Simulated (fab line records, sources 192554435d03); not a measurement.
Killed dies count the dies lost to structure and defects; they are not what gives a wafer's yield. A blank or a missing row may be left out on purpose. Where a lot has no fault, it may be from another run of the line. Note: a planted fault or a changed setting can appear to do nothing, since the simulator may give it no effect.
Matching of chambers -- flow n5Finfet -- 4 sister chambers for N5_BEOL_M4_DESCUM_33 on rieDiel-04
The step chemistry O2, time 7 s. 8 wafers are shown with their chamber, then 10 later ones without.

## EACH WAFER AND ITS CHAMBER
wafer,chamber,drypumpMotorCurrentA (A),rfFwdPowerW (W)
L078.1,1,5.8,49.31
L081.6,1,5.7,49.06
L086.3,2,4.7,49.37
L086.5,0,5.6,49.07
L087.4,0,5.6,49.08
L087.6,3,5.7,49.62
L089.1,2,4.8,49.24
L089.2,3,5.7,49.53

## WAFERS WITHOUT THEIR CHAMBER
wafer,drypumpMotorCurrentA (A),rfFwdPowerW (W)
L089.6,5.5,49.09
L092.1,5.5,49.16
L092.3,5.8,49.17
L092.4,4.8,49.53
L094.1,4.7,49.25
L094.3,5.7,49.75
L094.5,4.7,49.31
L097.2,5.7,49.50
L097.3,4.7,49.23
L097.5,4.7,49.38

## EACH ONE'S CHAMBER
wafer,from the rows above,in truth
L089.6,0,0
L092.1,0,0
L092.3,1,1
L092.4,2,2
L094.1,2,2
L094.3,3,3
L094.5,2,2
L097.2,3,3
L097.3,2,2
L097.5,2,2
Correct placement for 10 of the 10. Can't be placed from these rows: 0. Wrongly placed: 0.
How it was worked out, from the rows above alone: a wafer's distance from a chamber is the root of the sum, over the readings, of the square of ((its reading less the chamber's mean) divided by the reading's scatter). If the next closest chamber is less than 2 further off than the closest, the wafer can't be placed; otherwise it belongs to the closest. The mean given for a chamber averages the wafers shown for that chamber. The scatter: take each reading less its chamber's mean, square it, sum over the shown wafers, divide by the number of wafers less the number of chambers, and take the root.
